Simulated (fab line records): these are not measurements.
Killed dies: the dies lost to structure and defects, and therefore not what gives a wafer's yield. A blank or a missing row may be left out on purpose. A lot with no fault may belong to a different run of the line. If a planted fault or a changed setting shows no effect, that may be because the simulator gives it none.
Chamber matching    flow n5-finfet    4 sister chambers for N5_BEOL_M13_TRENCH_ETCH_34 on rie-diel-06
The step etches SiOC in C4F8/O2/Ar, target depth 413.47 nm, time 162.6 s. 4 wafers are shown with their chamber, then 7 later ones without.

== WAFERS, EACH WITH ITS CHAMBER ==
wafer   chamber  showerhead-plenum-p-Torr (Torr)
L085.5  0        3.39
L089.1  3        3.61
L089.4  1        3.35
L092.4  2        3.49

== WAFERS MISSING THEIR CHAMBER ==
wafer   showerhead-plenum-p-Torr (Torr)
L092.6  3.49
L094.1  3.60
L094.2  3.38
L094.6  3.38
L097.1  3.60
L097.2  3.34
L097.3  3.38

== EACH ONE'S CHAMBER ==
wafer   from the rows above  in truth
L092.6  2                    2
L094.1  3                    3
L094.2  0                    0
L094.6  0                    0
L097.1  3                    3
L097.2  1                    1
L097.3  0                    0
Placed correctly: 7 of 7. Can't be placed from these rows: 0. Wrongly placed: 0.
How it was worked out, from the rows above alone: a wafer's distance from a chamber is the root of the sum, over the readings, of the square of ((its reading less the chamber's mean) divided by the reading's scatter). The wafer belongs to the nearest chamber; if the next one is less than 2 further off, it can't be placed. Each chamber's mean is taken over the wafers shown for it. The scatter: with one shown wafer a chamber, the root of the mean of the squares of how far each hidden wafer lies from its nearest shown one.
